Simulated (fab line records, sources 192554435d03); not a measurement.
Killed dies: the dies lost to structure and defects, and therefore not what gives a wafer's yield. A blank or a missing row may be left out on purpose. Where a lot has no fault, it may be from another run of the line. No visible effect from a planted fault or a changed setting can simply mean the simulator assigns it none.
Matching of chambers	flow n5_finfet	rie_diel-04 running N5_BEOL_M2_DESCUM_33: 4 sister chambers
The step chemistry O2, time 7 s. 8 wafers are shown with their chamber, then 8 later ones without.

WAFERS WITH THEIR CHAMBER
wafer	chamber	drypump_motor_current_A (A)	throttle_valve_pct (%)
L084.3	0	5.5	20.39
L086.1	0	5.5	20.40
L086.3	2	5.8	20.55
L086.4	3	5.7	20.76
L090.1	2	5.9	20.56
L090.2	1	6.1	20.37
L090.3	3	5.6	20.77
L092.1	1	6.1	20.39

WAFERS WITHOUT THEIR CHAMBER
wafer	drypump_motor_current_A (A)	throttle_valve_pct (%)
L092.4	5.7	20.77
L092.6	5.5	20.41
L094.1	5.8	20.14
L094.2	5.6	20.78
L094.5	6.1	20.39
L096.2	5.5	20.44
L096.4	5.9	20.15
L096.6	5.9	20.14

WHICH CHAMBER EACH ONE RAN IN
wafer	from the rows above	in truth
L092.4	3	3
L092.6	0	0
L094.1	can't be placed: 1 or 0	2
L094.2	3	3
L094.5	1	1
L096.2	0	0
L096.4	1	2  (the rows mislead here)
L096.6	1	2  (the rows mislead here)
Placed correctly: 5 of 8. Unplaceable from these rows: 1, with the true chamber sitting among the candidates in 0. 2 placed wrongly.
How it was worked out, from the rows above alone: a wafer's distance from a chamber is the root of the sum, over the readings, of the square of ((its reading less the chamber's mean) divided by the reading's scatter). If the next closest chamber is less than 2 further off than the closest, the wafer can't be placed; otherwise it belongs to the closest. Each chamber's mean is taken over the wafers shown for it. The scatter is the square root of a quotient: the sum, over the shown wafers, of each reading's squared deviation from its chamber's mean, divided by wafers minus chambers.
